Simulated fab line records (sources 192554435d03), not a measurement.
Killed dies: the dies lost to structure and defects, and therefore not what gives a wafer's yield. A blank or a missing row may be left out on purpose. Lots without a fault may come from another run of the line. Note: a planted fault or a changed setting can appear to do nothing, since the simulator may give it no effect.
Matching of chambers ; flow n5 finfet ; 4 sister chambers for N5_GATE_CUT_CMP_23 on cmp-02
The step polishes, stops on SiO2, t overpolish 23.4 s, target thk 16 nm. 4 wafers are shown with their chamber, then 7 later ones without.

## WAFERS, EACH WITH ITS CHAMBER
wafer;chamber;motor current A (A)
L086.1;0;8.8
L086.2;1;8.7
L087.1;2;9.7
L087.2;3;10.3

## WAFERS WITH NO CHAMBER GIVEN
wafer;motor current A (A)
L087.6;9.0
L088.2;9.2
L088.5;8.8
L088.6;8.6
L091.1;9.4
L091.3;9.2
L091.4;10.6

## WHICH CHAMBER EACH WENT THROUGH
wafer;from the rows above;in truth
L087.6;can't be placed: 0 or 1 or 2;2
L088.2;can't be placed: 0 or 1 or 2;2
L088.5;can't be placed: 0 or 1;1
L088.6;can't be placed: 1 or 0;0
L091.1;can't be placed: 2 or 0 or 1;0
L091.3;can't be placed: 0 or 1 or 2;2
L091.4;3;3
Correct placement for 1 of the 7. Cannot be placed on the basis of these rows: 6; the candidates contain the true chamber in 6. 0 placed wrongly.
How it was worked out, from the rows above alone: a wafer's distance from a chamber is the root of the sum, over the readings, of the square of ((its reading less the chamber's mean) divided by the reading's scatter). The wafer belongs to the nearest chamber; if the next one is less than 2 further off, it can't be placed. For every chamber, the mean is computed from those of its wafers that are shown. The scatter: root of mean squared gap, hidden wafer to nearest shown wafer, with one shown wafer a chamber.
